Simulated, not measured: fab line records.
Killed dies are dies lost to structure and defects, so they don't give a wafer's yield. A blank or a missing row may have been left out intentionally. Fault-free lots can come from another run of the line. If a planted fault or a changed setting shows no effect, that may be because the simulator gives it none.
Comparing a struck lot with a sound one | flow nand harc | 27 out of 1159 route steps
Sound: the wafers L685.2, L685.3, L685.6. Struck: wafers L693.2, L693.3, L693.4. The cause is named last.
Order at every step that has rows: each side's tool, ch and its chambers, its first start. Under that, the readings that differ: sound wafers | struck wafers | difference of the means | sigmas: that difference in standard deviations of wafers without a fault.
alike: readings whose means differ by less than 2 such deviations, and words and numbers that are the same on both sides. not compared: withheld readings, readings that some wafer has no value for, bounds like >300 that may hide the same value, and numbers for which the record gives no deviation and whose values overlap.
The two part at a step that has a row with sigmas, a row that says differs or no value, or rows on one side only. When numbers do not overlap yet have no deviation, they are printed without sigmas and do not part them. A reading that every wafer of one side lacks parts them only if that side has two wafers or more.

first, 5 steps without rows for these wafers: NHARC_P_GATE_STRIP_15 (strips in SPM, time 780 s); NHARC_P_GATE_PRECLEAN_71 (cleans in SC1); NHARC_P_GATE_SRD_72; NHARC_P_GATE_OXIDE_16 (material SiO2, target thk 3 nm, ox time 392 s); NHARC_P_GATE_CVD_17 (deposits poly-Si, target thk 150 nm, time 900 s).
NHARC_P_GATE_HM_DEP_102: deposits aC, target thk 120 nm.
  sound on acl dep-02 ch 0, day 5 12:57; struck on acl dep-02 ch 0, day 7 19:41
  alike: throttle valve pct
NHARC_P_GATE_DEP_103: deposits SiON, target thk 30 nm.
  sound on pecvd-03 ch 0,2, day 5 13:32; struck on pecvd-01 ch 0,1,2, day 7 20:16
  alike: heater power w
then, 5 steps without rows for these wafers: NHARC_P_GATE_DEHYDRATE_18 (time 120 s); NHARC_P_GATE_HMDS_19 (time 30 s); NHARC_P_GATE_COAT_20 (resist thk 90 nm); NHARC_P_GATE_SOFTBAKE_21 (time 55 s); NHARC_P_GATE_EBR_22.
NHARC_P_GATE_EXPOSE_23: exposes mask P GATE, target cd 120 nm.
  sound on arfi scanner-01 ch 0, day 5 13:56; struck on arfi scanner-02 ch 0, day 7 20:49
  reading | sound                      | struck                              | difference | sigmas
  mask    | P_GATE#0 P_GATE#0 P_GATE#0 | P_GATE_R1#0 P_GATE_R1#0 P_GATE_R1#0 | differs    |
then, 2 steps without rows for these wafers: NHARC_P_GATE_PEB_24 (peb time 65 s); NHARC_P_GATE_DEVELOP_25 (develop time 35 s).
NHARC_P_GATE_CD_MEAS_26: the cd target is 120 nm.
  sound on cd sem-01 ch 0, day 5 14:04; struck on cd sem-01 ch 0, day 7 20:57
  reading    | sound             | struck            | difference | sigmas
  cd nm (nm) | 119.6 120.1 120.0 | 105.5 106.3 105.1 | -14.3      | -21
NHARC_P_GATE_OVL_MEAS_27:
  struck on overlay-01, day 7 21:02; sound on overlay-01, day 5 14:09
  alike: overlay x nm, overlay y nm
NHARC_P_GATE_INSPECT_28:
  struck on defect inspect-01, day 7 21:04; sound on defect inspect-01, day 5 14:11
  alike: raw defect count
NHARC_P_GATE_DESCUM_31: chemistry O2, time 3 s.
  sound on rie diel-12 ch 0,2,3, day 5 14:16; struck on rie diel-08 ch 1,2,3, day 7 21:20
  reading                 | sound           | struck            | difference | sigmas
  model.P_GATE.cd nm (nm) | 119.7 120 119.1 | 104.9 106.1 105.3 | -14.2      |
  alike: drypump motor current A, oes product au, rf vpp V, showerhead plenum p Torr, throttle valve pct
  not compared: rf hours counter h
NHARC_P_GATE_ETCH_104: etches the open film in CF4/CHF3, target depth 60 nm.
  sound on rie diel-12 ch 0,2,3, day 5 14:20; struck on rie diel-08 ch 0,1,2, day 7 21:34
  alike: drypump motor current A, oes product au, rf vpp V, showerhead plenum p Torr, throttle valve pct
then, 2 steps without rows for these wafers: NHARC_P_GATE_HM_OPEN_105 (chemistry O2/COS, target depth 360 nm); NHARC_P_GATE_STRIP_106 (strips in O2/COS).
NHARC_P_GATE_ETCH_114: etches the open film in CF4/O2, target depth 30 nm, overetch 3 nm, time 16.5 s.
  sound: rie diel-12 ch 1,2; struck: rie diel-08 ch 0,1,2
  alike: drypump motor current A, oes product au, rf vpp V, showerhead plenum p Torr, throttle valve pct
  not compared: rf hours counter h
NHARC_P_GATE_ETCH_32: etches the open film in HBr/Cl2, target depth 150 nm, time 100.1 s.
  sound on rie si-01 ch 1,2,3, day 5 15:05; struck on rie si-01 ch 0,1,2, day 7 22:08
  reading                 | sound             | struck            | difference | sigmas
  model.P_GATE.cd nm (nm) | 122.6 122.5 120.1 | 101.2 105.6 105.2 | -17.7      |
  alike: drypump motor current A, mfc cl2 sccm, oes product au, throttle valve pct
  not compared: rf hours counter h
NHARC_P_GATE_STRIP_108: strips in O2.
  sound on rie diel-12 ch 0,3, day 5 15:14; struck on rie diel-12 ch 0,2,3, day 7 22:19
  alike: drypump motor current A, oes product au, rf vpp V, showerhead plenum p Torr, throttle valve pct
  not compared: rf hours counter h
NHARC_P_GATE_CD_MEAS_33:
  struck on cd sem-03, day 7 22:31; sound on cd sem-03, day 5 15:25
  reading    | sound       | struck      | difference | sigmas
  cd nm (nm) | 123 124 121 | 102 106 106 | -18        | -6
then, 1 step without rows for these wafers: NHARC_P_GATE_STRIP_35 (strips in SPM, time 600 s).

WHERE THEY PART
Last at NHARC_P_GATE_CD_MEAS_33 as far as this record goes, first at NHARC_P_GATE_EXPOSE_23.

WHY: what the simulator had put in
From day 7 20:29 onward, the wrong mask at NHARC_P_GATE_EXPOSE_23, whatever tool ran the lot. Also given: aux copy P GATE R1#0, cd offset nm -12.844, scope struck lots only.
